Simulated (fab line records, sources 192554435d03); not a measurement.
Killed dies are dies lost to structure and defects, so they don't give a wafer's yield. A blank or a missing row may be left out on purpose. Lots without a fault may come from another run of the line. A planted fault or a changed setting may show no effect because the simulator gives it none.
A struck lot beside a sound one | flow n5_finfet | 16 steps out of a route of 1938
Sound: wafers L160.2, L160.3, L160.6. Struck: wafers L172.2, L172.3, L172.4. The cause comes at the end.
At each step with rows: each side's tool, then ch and its chambers, then its first start. Under that, the readings that differ: sound wafers | struck wafers | difference of the means | sigmas: that difference in standard deviations of wafers without a fault.
alike: readings whose means differ by less than 2 such deviations, and words and numbers that are the same on both sides. not compared: withheld readings, readings that some wafer has no value for, bounds like >300 that may hide the same value, and numbers for which the record gives no deviation and whose values overlap.
The two part at a step that has a row with sigmas, a row that says differs or no value, or rows on one side only. Numbers that don't overlap but have no deviation are shown without sigmas and don't part them. A reading that every wafer of one side lacks parts them only if that side has two wafers or more.

first, 7 steps without rows for these wafers: N5_BEOL_M3_COAT_73 (time 60 s, resist thk 5 nm); N5_BEOL_M3_COAT_05 (resist thk 30 nm); N5_BEOL_M3_EBR_07; N5_BEOL_M3_SOFTBAKE_06 (time 60 s); N5_BEOL_M3_EXPOSE_08 (exposes mask M3); N5_BEOL_M3_PEB_09 (peb time 60 s); N5_BEOL_M3_DEVELOP_10 (develop time 30 s).
N5_BEOL_M3_CD_MEAS_11: target cd 17.05 nm.
  sound on cd_sem-02 ch 0, day 7 14:02; struck on cd_sem-02 ch 0, day 10 16:52
  alike: cd_nm
N5_BEOL_M3_OVL_MEAS_12:
  sound on overlay-02 ch 0, day 7 14:05; struck on overlay-01 ch 0, day 10 16:54
  alike: M3_OVL
N5_BEOL_M3_INSPECT_13: inspects for defects (brightfield).
  sound on defect_inspect-02, day 7 14:08; struck on defect_inspect-01, day 10 16:58
  alike: raw_defect_count
N5_BEOL_M3_DESCUM_16: chemistry O2, time 7 s.
  sound on rie_diel-03 ch 2,3, day 7 14:10; struck on rie_diel-05 ch 1,2,3, day 10 16:59
  alike: bias_power_w, chamber_pressure_mTorr, drypump_motor_current_A, oes_product_au, rf_vpp_V, showerhead_plenum_p_Torr, throttle_valve_pct
  not compared: rf_hours_counter_h
N5_BEOL_M3_ETCH_74: etches underlayer in N2/H2, target depth 6.5 nm, time 5.2 s.
  sound on rie_diel-03 ch 2,3, day 7 14:12; struck on rie_diel-05 ch 1,2,3, day 10 17:02
  alike: chamber_pressure_mTorr, drypump_motor_current_A, etch_rf_on_time_s, n2_flow_sccm, oes_product_au, rf_vpp_V, showerhead_plenum_p_Torr, throttle_valve_pct
  not compared: rf_hours_counter_h
N5_BEOL_M3_ETCH_63: etches SiARC in CF4, target depth 15.6 nm, time 26 s.
  sound on rie_diel-03 ch 2,3, day 7 14:13; struck on rie_diel-05 ch 1,2,3, day 10 17:02
  reading               | sound          | struck         | difference | sigmas
  etch_rf_on_time_s (s) | 25.8 24.2 23.9 | 18.4 17.1 19.1 | -6.4       | -7
  oes_product_au (a.u.) | 0.62 0.83 0.82 | 0.89 1.01 0.84 | +0.16      | +2
  alike: chamber_pressure_mTorr, drypump_motor_current_A, rf_vpp_V, showerhead_plenum_p_Torr, throttle_valve_pct
  not compared: rf_hours_counter_h
N5_BEOL_M3_ETCH_64: etches SOC in N2/H2, target depth 75 nm, overetch 15 nm, time 112.5 s.
  sound on rie_diel-03 ch 2,3, day 7 14:14; struck on rie_diel-05 ch 1,2,3, day 10 17:04
  alike: chamber_pressure_mTorr, drypump_motor_current_A, n2_flow_sccm, oes_product_au, rf_vpp_V, showerhead_plenum_p_Torr, throttle_valve_pct
  not compared: rf_hours_counter_h
N5_BEOL_M4_RC_MEAS_101:
  sound on prober-01 ch 0, day 8 14:43; struck on prober-02 ch 0, day 11 20:39
  alike: DIBL_N, DIBL_P, IOFF_N, IOFF_P, ION_N, ION_P, SS_N, SS_P, VT_N, VT_P
-- the record jumps here: 4 days lie between the struck wafers' starts before and after (it left off in module BEOL_M4 and takes up again in module PASSIVATION, whose first step shown is number 1936 of the route) --
N5_PASSIVATION_PROBE_49:
  the record has rows for the struck wafers here (prober-02, day 15 23:38) and none for the sound ones

WHERE THEY PART
First at N5_BEOL_M3_ETCH_63; last, within this record, at N5_PASSIVATION_PROBE_49.

WHY: what the simulator had put in
Process parameter drift: rie_diel-05, from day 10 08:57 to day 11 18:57, at N5_BEOL_M3_ETCH_63. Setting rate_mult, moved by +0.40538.
